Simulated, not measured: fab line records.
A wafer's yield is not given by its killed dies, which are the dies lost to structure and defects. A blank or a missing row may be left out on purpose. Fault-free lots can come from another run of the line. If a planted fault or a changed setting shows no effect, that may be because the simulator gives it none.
Comparing a struck lot with a sound one	flow nand harc	15 out of 1302 route steps
Sound: these wafers, L708.3, L708.5, L708.6. Wafers struck: L716.3, L716.4, L716.5. At the end, the cause is stated.
Per side, at each step with rows, come the tool, then ch with its chambers, and then its first start. Under that, the readings that differ: sound wafers	struck wafers	difference of the means	sigmas: that difference in standard deviations of wafers without a fault.
alike: a reading whose means differ by less than 2 such deviations, as well as words and numbers matching on both sides. not compared: withheld readings; readings where some wafer has no value; bounds like >300 that might hide an equal value; numbers whose values overlap and for which the record gives no deviation.
A row with sigmas, a row that says differs or no value, or rows on one side alone: a step with any of these is where the two part. When numbers do not overlap yet have no deviation, they are printed without sigmas and do not part them. A reading missing from all wafers of one side parts the sides only when that side holds two or more wafers.

first, 3 steps without rows for these wafers: NHARC_A_CONTACT_EXPOSE_05 (exposes mask A CC); NHARC_A_CONTACT_PEB_06 (peb time 65 s); NHARC_A_CONTACT_DEVELOP_07 (develop time 35 s).
NHARC_A_CONTACT_CD_MEAS_08: target cd 200 nm.
  sound on cd sem-01 ch 0, day 22 16:50; struck on cd sem-01 ch 0, day 26 17:15
  alike: cd nm
NHARC_A_CONTACT_OVL_MEAS_09:
  sound: overlay-01 at day 22 16:55; struck: overlay-01 at day 26 17:20
  alike: overlay x nm, overlay y nm
NHARC_A_CONTACT_INSPECT_10:
  sound: defect inspect-01 at day 22 16:58; struck: defect inspect-02 at day 26 17:22
  alike: raw defect count
then, 1 step without rows for these wafers: NHARC_A_CONTACT_DESCUM_13 (chemistry O2, time 3 s).
NHARC_A_CONTACT_ETCH_88: etches the open film in CF4, target depth 39 nm, time 65 s.
  sound on rie diel-07 ch 0,2,3, day 22 17:07; struck on rie diel-09 ch 0,2,3, day 26 17:31
  alike: bias w, cf4 flow sccm, drypump motor current A, oes product au, rf vpp V, showerhead plenum p Torr, throttle valve pct
  not compared: rf hours counter h
NHARC_A_CONTACT_ETCH_89: etches the open film in N2/H2, target depth 260 nm, time 475.3 s.
  sound on rie diel-07 ch 0,1; struck on rie diel-09 ch 1,3
  alike: bias w, chamber pressure mTorr, drypump motor current A, oes product au, rf vpp V, showerhead plenum p Torr, throttle valve pct
  not compared: rf hours counter h
NHARC_A_CONTACT_ETCH_30: etches the open film in CF4/CHF3, target depth 72.6 nm, time 36.3 s.
  sound on rie diel-07 ch 0,1,2; struck on rie diel-09 ch 1,2,3
  alike: bias w, cf4 flow sccm, drypump motor current A, oes product au, rf vpp V, showerhead plenum p Torr, throttle valve pct
  not compared: rf hours counter h
NHARC_A_CONTACT_ETCH_31: etches the open film in O2/COS, target depth 2800 nm, time 728 s.
  sound on rie diel-07 ch 1,2,3; struck on rie diel-09 ch 0,2
  alike: bias w, chamber pressure mTorr, drypump motor current A, o2 flow sccm, oes product au, rf vpp V, showerhead plenum p Torr, throttle valve pct
  not compared: rf hours counter h
NHARC_A_CONTACT_ETCH_134: etches the open film in C4F8/O2/Ar, time 140 s, target depth 700 nm.
  sound on har cap etch-01 ch 0,1, day 22 18:13; struck on har cap etch-02 ch 0,1, day 26 18:37
  alike: chamber pressure mTorr, oes air line au
  not compared: rf hours counter h
NHARC_A_CONTACT_ETCH_135: etches the open film in C4F8/O2/Ar, time 311 s, target depth 1912 nm.
  sound on har cap etch-01 ch 0,1, day 22 18:26; struck on har cap etch-02 ch 0,1, day 26 18:51
  no value came back on the struck wafers for chamber pressure mTorr (mTorr), oes air line au (a.u.); on the sound wafers chamber pressure mTorr (mTorr) reads 20.005 20.004 20.004
  not compared: rf hours counter h
then, 1 step without rows for these wafers: NHARC_A_CONTACT_ETCH_136 (etches the open film in C4F8/O2/Ar, time 311 s, target depth 1912 nm).
-- break in the record here, with 2 days between the starts of the struck wafers on either side (left off in module A_CONTACT, picked up again in module END, where the first step shown is number 1302 on the route) --
NHARC_END_SORT_01:
  sound on prober-01 ch 0, day 24 20:09; struck on prober-01 ch 0, day 29 01:05
reading	sound	struck	difference	sigmas
hold	- - -	await dispo/3.6h/scrap await dispo/3.6h/scrap await dispo/3.6h/scrap	no value on the sound wafers	
killed at array	58 37 61	672 674 672	+621	+30
killed dies	63 42 69	677 677 677	+619	+29
  alike: killed at other, killed at periphery, killed open, killed short

## WHERE THEY PART
Last at NHARC_END_SORT_01 as far as this record goes, first at NHARC_A_CONTACT_ETCH_135.

WHY: what had been put in by the simulator
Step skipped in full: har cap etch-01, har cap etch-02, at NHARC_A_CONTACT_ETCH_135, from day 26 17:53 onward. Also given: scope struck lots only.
